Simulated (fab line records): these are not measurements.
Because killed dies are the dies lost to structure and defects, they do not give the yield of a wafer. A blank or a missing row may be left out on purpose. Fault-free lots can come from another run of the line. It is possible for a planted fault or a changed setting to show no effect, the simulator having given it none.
fab line records :: flow nand_harc :: part 2 of 2: steps 30 to 37 of 37
record
  lots=5
  wafers=15
  last_day=33
route steps=1302 shown A_BONDPAD@1225 HYBRID_BOND@1237 THIN_TSV@1244
lots with no fault: from the same line, run without faults
start_h: start of the lot's first displayed wafer, in hours after the record's first day :: wait_h: how many hours have passed since the lot's step before this one :: " identical to the entry in the row above :: L1.1+2: several wafers, shown together as one row :: - no value, or no start was given :: * or withheld: withheld :: < > ~ a bound
route shown NAME@n: a module of which the file shows steps, and the number in the route of the first :: usual: mean and standard deviation over wafers with no fault :: same: alike in all rows :: chamber/n: place in a boat :: sites: per-site readings :: _std_site: their standard deviation :: _edge_site: outer sites' mean less inner sites' :: radius_mm: for every site, how far away it sits from the centre of the wafer :: mask NAME#n: copy n :: behind: the most recent tool/chamber to have shaped the wafer :: hold: the reason the lot was held/the length of the hold in hours/how it ended :: device: whichever transistor did not switch (one of n, p or np) :: end of line: the route-end tests of the same wafers :: a step given without rows: its recipe and nothing more :: killed: at the first sort, the dies lost to defects and structure; wafer yield is something else :: map: the dies of a wafer, with x for killed, . for not killed, _ for no die there
set.NAME: the setting that was run; set.NAME@STEP: the one run at that earlier step :: model.NAME: the simulator's own value behind a step, which no gauge read
lots seen at some steps along the route; tables by step, rows by wafer
services: when a tool's chamber went out of use (start_h, in hours from the record's first day, below 0 if earlier), for how many hours, and the reason
## steps
# step NHARC_THIN_TSV_EXPOSE_09
# recipe
  na=0.55
  dose_mj=30.7
  mask_id=TSV
# usual
  focus_offset_nm=0.0/0.46
# same
  na=0.55
lot.wafer: L074.1
tool: krf_scanner-01
chamber: 0
start_h: 540.53
wait_h: -
mask: TSV#0
focus_offset_nm: -0.1

lot.wafer: L074.3
tool: krf_scanner-01
chamber: 0
start_h: 540.53
wait_h: -
mask: TSV#0
focus_offset_nm: 0.4

lot.wafer: L074.4
tool: krf_scanner-01
chamber: 0
start_h: 540.53
wait_h: -
mask: TSV#0
focus_offset_nm: 0.2

lot.wafer: L075.3
tool: krf_scanner-02
chamber: 0
start_h: 569.37
wait_h: -
mask: TSV#0
focus_offset_nm: -0.6

lot.wafer: L075.4
tool: krf_scanner-02
chamber: 0
start_h: 569.37
wait_h: -
mask: TSV#0
focus_offset_nm: -0.3

lot.wafer: L075.6
tool: krf_scanner-02
chamber: 0
start_h: 569.37
wait_h: -
mask: TSV#0
focus_offset_nm: 0.5

lot.wafer: L088.1
tool: krf_scanner-02
chamber: 0
start_h: 673.85
wait_h: -
mask: TSV#0
focus_offset_nm: 0.6

lot.wafer: L088.4
tool: krf_scanner-02
chamber: 0
start_h: 673.85
wait_h: -
mask: TSV#0
focus_offset_nm: -0.4

lot.wafer: L088.5
tool: krf_scanner-02
chamber: 0
start_h: 673.85
wait_h: -
mask: TSV#0
focus_offset_nm: -1.0

lot.wafer: L090.1
tool: krf_scanner-04
chamber: 0
start_h: 694.63
wait_h: -
mask: TSV#0
focus_offset_nm: -0.5

lot.wafer: L090.2
tool: krf_scanner-04
chamber: 0
start_h: 694.63
wait_h: -
mask: TSV#0
focus_offset_nm: -0.4

lot.wafer: L090.6
tool: krf_scanner-04
chamber: 0
start_h: 694.63
wait_h: -
mask: TSV#0
focus_offset_nm: -0.7

lot.wafer: L097.1
tool: krf_scanner-02
chamber: 0
start_h: 763.55
wait_h: -
mask: TSV#0
focus_offset_nm: -0.2

lot.wafer: L097.3
tool: krf_scanner-02
chamber: 0
start_h: 763.55
wait_h: -
mask: TSV#0
focus_offset_nm: 0.0

lot.wafer: L097.5
tool: krf_scanner-02
chamber: 0
start_h: 763.55
wait_h: -
mask: TSV#0
focus_offset_nm: 0.2
# step NHARC_THIN_TSV_PEB_10
# recipe
  peb_temp_c=118
  peb_time_s=85
# usual
  heater_power_total_W=164.02/0.27
  plate_temp_C=118.01/0.14
lot.wafer: L074.1
tool: litho_track-02
chamber: 0
start_h: 540.60
wait_h: 0.1
heater_power_total_W: 164.04
plate_temp_C: 118.05

lot.wafer: L074.3
tool: litho_track-02
chamber: 0
start_h: 540.60
wait_h: 0.1
heater_power_total_W: 163.67
plate_temp_C: 118.06

lot.wafer: L074.4
tool: litho_track-02
chamber: 0
start_h: 540.60
wait_h: 0.1
heater_power_total_W: 164.14
plate_temp_C: 117.94

lot.wafer: L075.3
tool: litho_track-03
chamber: 0
start_h: 569.43
wait_h: 0.1
heater_power_total_W: 163.99
plate_temp_C: 117.90

lot.wafer: L075.4
tool: litho_track-03
chamber: 0
start_h: 569.43
wait_h: 0.1
heater_power_total_W: 164.05
plate_temp_C: 117.88

lot.wafer: L075.6
tool: litho_track-03
chamber: 0
start_h: 569.43
wait_h: 0.1
heater_power_total_W: 163.97
plate_temp_C: 117.78

lot.wafer: L088.1
tool: litho_track-05
chamber: 0
start_h: 673.91
wait_h: 0.1
heater_power_total_W: 164.25
plate_temp_C: 118.15

lot.wafer: L088.4
tool: litho_track-05
chamber: 0
start_h: 673.91
wait_h: 0.1
heater_power_total_W: 163.74
plate_temp_C: 118.13

lot.wafer: L088.5
tool: litho_track-05
chamber: 0
start_h: 673.91
wait_h: 0.1
heater_power_total_W: 164.01
plate_temp_C: 118.22

lot.wafer: L090.1
tool: litho_track-03
chamber: 0
start_h: 694.69
wait_h: 0.1
heater_power_total_W: 163.78
plate_temp_C: 118.10

lot.wafer: L090.2
tool: litho_track-03
chamber: 0
start_h: 694.69
wait_h: 0.1
heater_power_total_W: 164.32
plate_temp_C: 118.20

lot.wafer: L090.6
tool: litho_track-03
chamber: 0
start_h: 694.69
wait_h: 0.1
heater_power_total_W: 164.20
plate_temp_C: 118.29

lot.wafer: L097.1
tool: litho_track-05
chamber: 0
start_h: 763.62
wait_h: 0.1
heater_power_total_W: 164.24
plate_temp_C: 117.80

lot.wafer: L097.3
tool: litho_track-05
chamber: 0
start_h: 763.62
wait_h: 0.1
heater_power_total_W: 164.40
plate_temp_C: 117.96

lot.wafer: L097.5
tool: litho_track-05
chamber: 0
start_h: 763.62
wait_h: 0.1
heater_power_total_W: 164.22
plate_temp_C: 117.82
# step NHARC_THIN_TSV_DEVELOP_11
# recipe
  time_s=70
lot.wafer: L074.1+3+4
tool: litho_track-02
chamber: 0
start_h: -
wait_h: -

lot.wafer: L075.3+4+6
tool: litho_track-03
chamber: 0
start_h: -
wait_h: -

lot.wafer: L088.1+4+5
tool: litho_track-05
chamber: 0
start_h: -
wait_h: -

lot.wafer: L090.1+2+6
tool: litho_track-03
chamber: 0
start_h: -
wait_h: -

lot.wafer: L097.1+3+5
tool: litho_track-05
chamber: 0
start_h: -
wait_h: -
# step NHARC_THIN_TSV_CD_MEAS_12
# recipe
  target_cd_nm=1000
  landing_energy_ev=500
# usual
  cd_nm=999.6/1.9
lot.wafer: L074.1
tool: cd_sem-02
chamber: 0
start_h: 540.69
wait_h: -
cd_nm: 1002.4

lot.wafer: L074.3
tool: cd_sem-02
chamber: 0
start_h: 540.69
wait_h: -
cd_nm: 1003.3

lot.wafer: L074.4
tool: cd_sem-02
chamber: 0
start_h: 540.69
wait_h: -
cd_nm: 1001.2

lot.wafer: L075.3
tool: cd_sem-02
chamber: 0
start_h: 569.52
wait_h: -
cd_nm: 996.4

lot.wafer: L075.4
tool: cd_sem-02
chamber: 0
start_h: 569.52
wait_h: -
cd_nm: 995.7

lot.wafer: L075.6
tool: cd_sem-02
chamber: 0
start_h: 569.52
wait_h: -
cd_nm: 996.1

lot.wafer: L088.1
tool: cd_sem-03
chamber: 0
start_h: 674.00
wait_h: -
cd_nm: 998.9

lot.wafer: L088.4
tool: cd_sem-03
chamber: 0
start_h: 674.00
wait_h: -
cd_nm: 999.9

lot.wafer: L088.5
tool: cd_sem-03
chamber: 0
start_h: 674.00
wait_h: -
cd_nm: 1005.1

lot.wafer: L090.1
tool: cd_sem-01
chamber: 0
start_h: 694.79
wait_h: -
cd_nm: 998.0

lot.wafer: L090.2
tool: cd_sem-01
chamber: 0
start_h: 694.79
wait_h: -
cd_nm: 998.2

lot.wafer: L090.6
tool: cd_sem-01
chamber: 0
start_h: 694.79
wait_h: -
cd_nm: 998.9

lot.wafer: L097.1
tool: cd_sem-01
chamber: 0
start_h: 763.71
wait_h: -
cd_nm: 1003.0

lot.wafer: L097.3
tool: cd_sem-01
chamber: 0
start_h: 763.71
wait_h: -
cd_nm: 1000.0

lot.wafer: L097.5
tool: cd_sem-01
chamber: 0
start_h: 763.71
wait_h: -
cd_nm: 999.0
# step NHARC_THIN_TSV_HARDBAKE_13
# recipe
  temp_c=125
  time_s=80
# usual
  heater_power_total_W=184.0/0.73
  plate_temp_C=125.02/0.12
lot.wafer: L074.1
tool: litho_track-05
chamber: 0
start_h: 540.77
wait_h: -
heater_power_total_W: 183.8
plate_temp_C: 124.93

lot.wafer: L074.3
tool: litho_track-05
chamber: 0
start_h: 540.77
wait_h: -
heater_power_total_W: 183.6
plate_temp_C: 124.76

lot.wafer: L074.4
tool: litho_track-05
chamber: 0
start_h: 540.77
wait_h: -
heater_power_total_W: 182.8
plate_temp_C: 125.13

lot.wafer: L075.3
tool: litho_track-02
chamber: 0
start_h: 569.60
wait_h: -
heater_power_total_W: 183.2
plate_temp_C: 124.83

lot.wafer: L075.4
tool: litho_track-02
chamber: 0
start_h: 569.60
wait_h: -
heater_power_total_W: 184.8
plate_temp_C: 124.88

lot.wafer: L075.6
tool: litho_track-02
chamber: 0
start_h: 569.60
wait_h: -
heater_power_total_W: 183.0
plate_temp_C: 125.16

lot.wafer: L088.1
tool: litho_track-03
chamber: 0
start_h: 674.08
wait_h: -
heater_power_total_W: 183.9
plate_temp_C: 124.90

lot.wafer: L088.4
tool: litho_track-03
chamber: 0
start_h: 674.08
wait_h: -
heater_power_total_W: 183.9
plate_temp_C: 125.08

lot.wafer: L088.5
tool: litho_track-03
chamber: 0
start_h: 674.08
wait_h: -
heater_power_total_W: 183.3
plate_temp_C: 125.08

lot.wafer: L090.1
tool: litho_track-02
chamber: 0
start_h: 694.86
wait_h: -
heater_power_total_W: 185.1
plate_temp_C: 125.11

lot.wafer: L090.2
tool: litho_track-02
chamber: 0
start_h: 694.86
wait_h: -
heater_power_total_W: 182.8
plate_temp_C: 124.96

lot.wafer: L090.6
tool: litho_track-02
chamber: 0
start_h: 694.86
wait_h: -
heater_power_total_W: 184.6
plate_temp_C: 125.04

lot.wafer: L097.1
tool: litho_track-02
chamber: 0
start_h: 763.79
wait_h: -
heater_power_total_W: 184.2
plate_temp_C: 125.11

lot.wafer: L097.3
tool: litho_track-02
chamber: 0
start_h: 763.79
wait_h: -
heater_power_total_W: 183.3
plate_temp_C: 124.93

lot.wafer: L097.5
tool: litho_track-02
chamber: 0
start_h: 763.79
wait_h: -
heater_power_total_W: 183.4
plate_temp_C: 124.91
# step NHARC_THIN_TSV_DESCUM_14
# recipe
  time_s=3
  o2_flow_sccm=200
  ar_flow_sccm=0
  bias_power_w=0
  chemistry=O2
# usual
  drypump_motor_current_A=5.7/0.37
  oes_product_au=1.001/0.013
  rf_vpp_V=58.0/0.85
  showerhead_plenum_p_Torr=1.93/0.086
  throttle_valve_pct=11.311/0.01
# same
  bias_power_w=0
lot.wafer: L074.3
tool: rie_diel-08
chamber: 2
start_h: 540.85
wait_h: -
drypump_motor_current_A: 5.9
oes_product_au: 1.007
rf_hours_counter_h: 7.6
rf_vpp_V: 57.8
showerhead_plenum_p_Torr: 2.05
throttle_valve_pct: 11.300

lot.wafer: L074.1
tool: rie_diel-08
chamber: 3
start_h: 540.85
wait_h: -
drypump_motor_current_A: 6.0
oes_product_au: 0.981
rf_hours_counter_h: 8.1
rf_vpp_V: 58.3
showerhead_plenum_p_Torr: 1.94
throttle_valve_pct: 11.323

lot.wafer: L074.4
tool: rie_diel-08
chamber: 1
start_h: 540.85
wait_h: -
drypump_motor_current_A: 5.5
oes_product_au: 0.987
rf_hours_counter_h: 7.8
rf_vpp_V: 57.1
showerhead_plenum_p_Torr: 1.91
throttle_valve_pct: 11.303

lot.wafer: L075.3
tool: rie_diel-08
chamber: 3
start_h: 569.69
wait_h: -
drypump_motor_current_A: 6.0
oes_product_au: 0.995
rf_hours_counter_h: 1.6
rf_vpp_V: 57.7
showerhead_plenum_p_Torr: 1.94
throttle_valve_pct: 11.329

lot.wafer: L075.4
tool: rie_diel-08
chamber: 1
start_h: 569.69
wait_h: -
drypump_motor_current_A: 5.6
oes_product_au: 0.988
rf_hours_counter_h: -
rf_vpp_V: 59.3
showerhead_plenum_p_Torr: 1.91
throttle_valve_pct: 11.307

lot.wafer: L075.6
tool: rie_diel-08
chamber: 3
start_h: 569.69
wait_h: -
drypump_motor_current_A: 5.9
oes_product_au: 0.994
rf_hours_counter_h: -
rf_vpp_V: 58.2
showerhead_plenum_p_Torr: 1.94
throttle_valve_pct: 11.302

lot.wafer: L088.4
tool: rie_diel-04
chamber: 2
start_h: 674.16
wait_h: -
drypump_motor_current_A: 6.2
oes_product_au: 1.000
rf_hours_counter_h: 8.2
rf_vpp_V: 59.0
showerhead_plenum_p_Torr: 2.04
throttle_valve_pct: 11.289

lot.wafer: L088.1
tool: rie_diel-04
chamber: 3
start_h: 674.16
wait_h: -
drypump_motor_current_A: 5.5
oes_product_au: 1.022
rf_hours_counter_h: 8.3
rf_vpp_V: 55.8
showerhead_plenum_p_Torr: 1.77
throttle_valve_pct: 11.306

lot.wafer: L088.5
tool: rie_diel-04
chamber: 2
start_h: 674.16
wait_h: -
drypump_motor_current_A: 6.2
oes_product_au: 0.992
rf_hours_counter_h: -
rf_vpp_V: 58.6
showerhead_plenum_p_Torr: 2.04
throttle_valve_pct: 11.314

lot.wafer: L090.2
tool: rie_diel-04
chamber: 0
start_h: 694.94
wait_h: -
drypump_motor_current_A: 5.5
oes_product_au: 0.994
rf_hours_counter_h: 9.1
rf_vpp_V: 57.1
showerhead_plenum_p_Torr: 1.90
throttle_valve_pct: 11.298

lot.wafer: L090.1
tool: rie_diel-04
chamber: 1
start_h: 694.94
wait_h: -
drypump_motor_current_A: 5.3
oes_product_au: 0.987
rf_hours_counter_h: 9.9
rf_vpp_V: 57.3
showerhead_plenum_p_Torr: 1.90
throttle_valve_pct: 11.314

lot.wafer: L090.6
tool: rie_diel-04
chamber: 1
start_h: 694.94
wait_h: -
drypump_motor_current_A: 5.3
oes_product_au: 0.985
rf_hours_counter_h: -
rf_vpp_V: 56.6
showerhead_plenum_p_Torr: 1.90
throttle_valve_pct: 11.323

lot.wafer: L097.3
tool: rie_diel-04
chamber: 2
start_h: 763.87
wait_h: -
drypump_motor_current_A: 6.3
oes_product_au: 1.016
rf_hours_counter_h: 5.2
rf_vpp_V: 58.6
showerhead_plenum_p_Torr: 2.03
throttle_valve_pct: 11.323

lot.wafer: L097.1
tool: rie_diel-04
chamber: 0
start_h: 763.87
wait_h: -
drypump_motor_current_A: 5.5
oes_product_au: 1.003
rf_hours_counter_h: 5.5
rf_vpp_V: 58.6
showerhead_plenum_p_Torr: 1.90
throttle_valve_pct: 11.310

lot.wafer: L097.5
tool: rie_diel-04
chamber: 3
start_h: 763.87
wait_h: -
drypump_motor_current_A: 5.5
oes_product_au: 1.023
rf_hours_counter_h: -
rf_vpp_V: 57.3
showerhead_plenum_p_Torr: 1.77
throttle_valve_pct: 11.319
# step NHARC_THIN_TSV_ETCH_44
# recipe
  target_depth_a=15942
  time_s=797.1
  cf4_flow_sccm=150
  o2_flow_sccm=10
  ar_flow_sccm=0
  rf_w=300
  bias_w=800
  chemistry=CF4/O2
# usual
  drypump_motor_current_A=5.7/0.38
  oes_product_au=1.001/0.012
  rf_vpp_V=795/4.9
  showerhead_plenum_p_Torr=1.84/0.077
  throttle_valve_pct=16.913/0.0088
lot.wafer: L074.4
tool: rie_diel-08
chamber: 2
start_h: 540.93
wait_h: 0.1
drypump_motor_current_A: 5.9
oes_product_au: 1.009
rf_hours_counter_h: 7.7
rf_vpp_V: 803
showerhead_plenum_p_Torr: 1.96
throttle_valve_pct: 16.922

lot.wafer: L074.1
tool: rie_diel-08
chamber: 3
start_h: 540.93
wait_h: 0.1
drypump_motor_current_A: 5.9
oes_product_au: 0.999
rf_hours_counter_h: 8.2
rf_vpp_V: 796
showerhead_plenum_p_Torr: 1.86
throttle_valve_pct: 16.927

lot.wafer: L074.3
tool: rie_diel-08
chamber: 0
start_h: 540.93
wait_h: 0.1
drypump_motor_current_A: 5.7
oes_product_au: 0.990
rf_hours_counter_h: 8.4
rf_vpp_V: 798
showerhead_plenum_p_Torr: 1.89
throttle_valve_pct: 16.902

lot.wafer: L075.3
tool: rie_diel-08
chamber: 3
start_h: 569.78
wait_h: 0.1
drypump_motor_current_A: 5.9
oes_product_au: 0.991
rf_hours_counter_h: 1.7
rf_vpp_V: 797
showerhead_plenum_p_Torr: 1.85
throttle_valve_pct: 16.921

lot.wafer: L075.4
tool: rie_diel-08
chamber: 3
start_h: 569.78
wait_h: 0.1
drypump_motor_current_A: 5.9
oes_product_au: 1.002
rf_hours_counter_h: -
rf_vpp_V: 795
showerhead_plenum_p_Torr: 1.86
throttle_valve_pct: 16.907

lot.wafer: L075.6
tool: rie_diel-08
chamber: 0
start_h: 569.78
wait_h: 0.1
drypump_motor_current_A: 5.7
oes_product_au: 1.010
rf_hours_counter_h: -
rf_vpp_V: 797
showerhead_plenum_p_Torr: 1.89
throttle_valve_pct: 16.917

lot.wafer: L088.1
tool: rie_diel-04
chamber: 3
start_h: 674.27
wait_h: 0.1
drypump_motor_current_A: 5.5
oes_product_au: 1.004
rf_hours_counter_h: 8.5
rf_vpp_V: 787
showerhead_plenum_p_Torr: 1.71
throttle_valve_pct: 16.925

lot.wafer: L088.4
tool: rie_diel-04
chamber: 1
start_h: 674.27
wait_h: 0.1
drypump_motor_current_A: 5.2
oes_product_au: 0.997
rf_hours_counter_h: 8.6
rf_vpp_V: 794
showerhead_plenum_p_Torr: 1.82
throttle_valve_pct: 16.915

lot.wafer: L088.5
tool: rie_diel-04
chamber: 0
start_h: 674.27
wait_h: 0.1
drypump_motor_current_A: 5.5
oes_product_au: 0.984
rf_hours_counter_h: -
rf_vpp_V: 793
showerhead_plenum_p_Torr: 1.82
throttle_valve_pct: 16.910

lot.wafer: L090.2
tool: rie_diel-04
chamber: 2
start_h: 695.03
wait_h: 0.1
drypump_motor_current_A: 6.3
oes_product_au: 0.994
rf_hours_counter_h: 9.7
rf_vpp_V: 802
showerhead_plenum_p_Torr: 1.94
throttle_valve_pct: 16.921

lot.wafer: L090.1
tool: rie_diel-04
chamber: 3
start_h: 695.03
wait_h: 0.1
drypump_motor_current_A: 5.5
oes_product_au: 1.014
rf_hours_counter_h: 9.9
rf_vpp_V: 785
showerhead_plenum_p_Torr: 1.71
throttle_valve_pct: 16.921

lot.wafer: L090.6
tool: rie_diel-04
chamber: 2
start_h: 695.03
wait_h: 0.1
drypump_motor_current_A: 6.2
oes_product_au: 0.997
rf_hours_counter_h: -
rf_vpp_V: 800
showerhead_plenum_p_Torr: 1.94
throttle_valve_pct: 16.906

lot.wafer: L097.3
tool: rie_diel-04
chamber: 3
start_h: 763.95
wait_h: 0.1
drypump_motor_current_A: 5.5
oes_product_au: 1.018
rf_hours_counter_h: 4.1
rf_vpp_V: 787
showerhead_plenum_p_Torr: 1.70
throttle_valve_pct: 16.904

lot.wafer: L097.1
tool: rie_diel-04
chamber: 0
start_h: 763.95
wait_h: 0.1
drypump_motor_current_A: 5.5
oes_product_au: 1.004
rf_hours_counter_h: 5.7
rf_vpp_V: 794
showerhead_plenum_p_Torr: 1.82
throttle_valve_pct: 16.929

lot.wafer: L097.5
tool: rie_diel-04
chamber: 3
start_h: 763.95
wait_h: 0.1
drypump_motor_current_A: 5.5
oes_product_au: 1.020
rf_hours_counter_h: -
rf_vpp_V: 784
showerhead_plenum_p_Torr: 1.71
throttle_valve_pct: 16.917
# step NHARC_THIN_TSV_ETCH_15
# recipe
  target_depth_a=30000
  bosch_target_overetch_cycles=2
  bosch_etch_step_s=2.8
  bosch_dep_step_s=1.2
  bosch_cycles=14
# usual
  drypump_motor_current_A=6.0/0.51
# same
  bosch_cycles=14
lot.wafer: L074.4
tool: rie_si-04
chamber: 2
start_h: 541.52
wait_h: -
drypump_motor_current_A: 6.7
rf_hours_counter_h: 0.06

lot.wafer: L074.1
tool: rie_si-04
chamber: 3
start_h: 541.52
wait_h: -
drypump_motor_current_A: 6.7
rf_hours_counter_h: 0.06

lot.wafer: L074.3
tool: rie_si-04
chamber: 0
start_h: 541.52
wait_h: -
drypump_motor_current_A: 5.7
rf_hours_counter_h: 0.11

lot.wafer: L075.4
tool: rie_si-04
chamber: 2
start_h: 570.46
wait_h: -
drypump_motor_current_A: 6.7
rf_hours_counter_h: 0.21

lot.wafer: L075.3
tool: rie_si-04
chamber: 3
start_h: 570.46
wait_h: -
drypump_motor_current_A: 6.6
rf_hours_counter_h: 0.20

lot.wafer: L075.6
tool: rie_si-04
chamber: 2
start_h: 570.46
wait_h: -
drypump_motor_current_A: 6.6
rf_hours_counter_h: -

lot.wafer: L088.1
tool: rie_si-03
chamber: 3
start_h: 674.85
wait_h: -
drypump_motor_current_A: 5.6
rf_hours_counter_h: 0.73

lot.wafer: L088.4
tool: rie_si-03
chamber: 1
start_h: 674.85
wait_h: -
drypump_motor_current_A: 5.8
rf_hours_counter_h: 0.48

lot.wafer: L088.5
tool: rie_si-03
chamber: 0
start_h: 674.85
wait_h: -
drypump_motor_current_A: 6.5
rf_hours_counter_h: -

lot.wafer: L090.1
tool: rie_si-03
chamber: 0
start_h: 695.60
wait_h: -
drypump_motor_current_A: 6.5
rf_hours_counter_h: 0.78

lot.wafer: L090.2
tool: rie_si-03
chamber: 1
start_h: 695.60
wait_h: -
drypump_motor_current_A: 5.8
rf_hours_counter_h: 0.61

lot.wafer: L090.6
tool: rie_si-03
chamber: 1
start_h: 695.60
wait_h: -
drypump_motor_current_A: 5.8
rf_hours_counter_h: -

lot.wafer: L097.1
tool: rie_si-04
chamber: 2
start_h: 764.54
wait_h: -
drypump_motor_current_A: 6.6
rf_hours_counter_h: 0.40

lot.wafer: L097.3
tool: rie_si-04
chamber: 0
start_h: 764.54
wait_h: -
drypump_motor_current_A: 5.7
rf_hours_counter_h: 0.38

lot.wafer: L097.5
tool: rie_si-04
chamber: 1
start_h: 764.54
wait_h: -
drypump_motor_current_A: 5.6
rf_hours_counter_h: -
## services
tool: grinder-01
chamber: -
start_h: 521.51
hours: 0.4
kind: repair

tool: pvd_sputter-03
chamber: -
start_h: 526.00
hours: 10.0
kind: pm

tool: cmp-02
chamber: -
start_h: 526.50
hours: 4.0
kind: pm

tool: rie_diel-04
chamber: -
start_h: 531.96
hours: 9.0
kind: pm

tool: rie_diel-04
chamber: 0
start_h: 549.16
hours: 8.1
kind: repair

tool: cmp-02
chamber: -
start_h: 555.80
hours: 3.8
kind: repair

tool: pvd_sputter-03
chamber: -
start_h: 563.29
hours: 2.8
kind: repair

tool: litho_track-02
chamber: -
start_h: 577.00
hours: 7.0
kind: pm

tool: grinder-01
chamber: -
start_h: 596.36
hours: 1.1
kind: repair

tool: cmp-02
chamber: -
start_h: 624.50
hours: 4.0
kind: pm

tool: litho_track-03
chamber: -
start_h: 625.00
hours: 7.0
kind: pm

tool: wet_bench-08
chamber: -
start_h: 629.63
hours: 3.8
kind: repair

tool: grinder-01
chamber: -
start_h: 643.99
hours: 0.3
kind: repair

tool: wet_bench-08
chamber: -
start_h: 646.40
hours: 8.0
kind: pm

tool: litho_track-05
chamber: -
start_h: 649.00
hours: 7.0
kind: pm

tool: wet_bench-10
chamber: -
start_h: 663.20
hours: 8.0
kind: pm

tool: wet_bench-10
chamber: -
start_h: 674.43
hours: 1.0
kind: repair

tool: grinder-01
chamber: -
start_h: 677.98
hours: 0.8
kind: repair

tool: pvd_sputter-03
chamber: -
start_h: 704.00
hours: 10.0
kind: pm

tool: cmp-02
chamber: -
start_h: 706.27
hours: 5.0
kind: repair

tool: rie_diel-04
chamber: -
start_h: 708.96
hours: 9.0
kind: pm

tool: rie_diel-04
chamber: 3
start_h: 726.15
hours: 7.9
kind: repair

tool: pvd_sputter-03
chamber: -
start_h: 733.59
hours: 2.1
kind: repair

tool: litho_track-02
chamber: -
start_h: 752.00
hours: 7.0
kind: pm
